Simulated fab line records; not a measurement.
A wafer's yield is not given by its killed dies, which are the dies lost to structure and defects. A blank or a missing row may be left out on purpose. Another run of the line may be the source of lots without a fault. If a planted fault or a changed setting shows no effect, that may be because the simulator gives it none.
Matching of chambers -- flow nand_harc -- NHARC_P_M1_STRIP_18 on rie_diel-04 has 4 sister chambers
The step strips in N2/H2. 16 wafers are shown with their chamber, then 8 later ones without.

WAFERS, EACH WITH ITS CHAMBER
wafer,chamber,showerhead_plenum_p_Torr (Torr),oes_product_au (a.u.),rf_vpp_V (V)
L075.1,3,1.92,0.982,89.1
L075.4,2,2.06,1.006,90.8
L075.6,1,2.19,0.991,91.0
L081.1,1,2.19,0.985,91.8
L081.2,0,2.04,1.006,89.5
L081.5,0,2.04,1.004,91.7
L080.2,1,2.19,0.987,91.5
L080.3,2,2.06,1.010,89.9
L080.5,2,2.06,1.008,91.3
L084.3,3,1.92,0.996,89.4
L084.4,0,2.04,1.005,91.2
L084.6,3,1.92,0.990,90.5
L085.1,2,2.05,1.001,90.2
L085.2,1,2.19,0.982,91.7
L085.5,3,1.92,0.990,90.2
L088.3,0,2.04,1.010,90.7

SIGNATURES, as means of the wafers listed above
reading,chamber 0,chamber 1,chamber 2,chamber 3,scatter within a chamber
showerhead_plenum_p_Torr,2.0400,2.1900,2.0575,1.9200,0.0025
oes_product_au,1.00625,0.98625,1.00625,0.98950,0.00416
rf_vpp_V,90.775,91.500,90.550,89.800,0.678
Rule: distance of a wafer from a chamber = root of the sum over the readings of ((wafer's reading minus chamber's mean) / reading's scatter) squared. The wafer belongs to the nearest chamber; if the next one is less than 2 further off, it can't be placed. The scatter: take each reading less its chamber's mean, square it, sum over the shown wafers, divide by the number of wafers less the number of chambers, and take the root.

WAFERS WHOSE CHAMBER IS MISSING
wafer,showerhead_plenum_p_Torr (Torr),oes_product_au (a.u.),rf_vpp_V (V)
L088.4,2.19,0.989,90.5
L088.6,2.04,1.016,89.3
L090.1,2.19,0.988,91.8
L090.2,2.05,1.001,91.7
L090.6,2.05,1.006,92.1
L096.1,1.92,0.990,90.7
L096.3,2.05,0.991,89.4
L096.4,2.19,0.990,91.6

WHICH CHAMBER EACH ONE RAN IN
wafer,from the rows above,in truth
L088.4,1,1
L088.6,0,0
L090.1,1,1
L090.2,can't be placed: 2 or 0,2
L090.6,can't be placed: 2 or 0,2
L096.1,3,3
L096.3,can't be placed: 2 or 0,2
L096.4,1,1
5 of 8 placed correctly. Not placeable from these rows: 3 (in 3, the candidates include the true chamber). 0 placed wrongly.
